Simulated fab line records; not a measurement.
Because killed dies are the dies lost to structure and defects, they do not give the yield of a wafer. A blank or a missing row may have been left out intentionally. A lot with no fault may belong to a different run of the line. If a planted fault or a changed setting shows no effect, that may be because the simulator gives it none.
Matching of chambers ; flow n5_finfet ; N5_BEOL_M8_DESCUM_16 on rie_diel-01: 4 sister chambers
The step chemistry O2, time 7.9 s. 4 wafers are shown with their chamber, then 8 later ones without.

WAFERS PAIRED WITH THEIR CHAMBERS
wafer;chamber;showerhead_plenum_p_Torr (Torr)
L082.6;1;2.15
L085.1;2;2.03
L085.6;3;2.06
L087.1;0;2.04

WAFERS MISSING THEIR CHAMBER
wafer;showerhead_plenum_p_Torr (Torr)
L087.4;2.03
L087.6;2.14
L093.3;2.06
L093.5;2.03
L093.6;2.14
L095.3;2.03
L095.4;2.06
L095.5;2.03

WHICH CHAMBER EACH WENT THROUGH
wafer;from the rows above;in truth
L087.4;2;2
L087.6;1;1
L093.3;3;3
L093.5;2;2
L093.6;1;1
L095.3;2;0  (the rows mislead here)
L095.4;3;3
L095.5;2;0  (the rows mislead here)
Placed correctly: 6 of 8. From these rows, 0 cannot be placed. 2 placed wrongly.
How it was worked out, from the rows above alone: a wafer's distance from a chamber is the root of the sum, over the readings, of the square of ((its reading less the chamber's mean) divided by the reading's scatter). If the next closest chamber is less than 2 further off than the closest, the wafer can't be placed; otherwise it belongs to the closest. For every chamber, the mean is computed from those of its wafers that are shown. The scatter: root of mean squared gap, hidden wafer to nearest shown wafer, with one shown wafer a chamber.
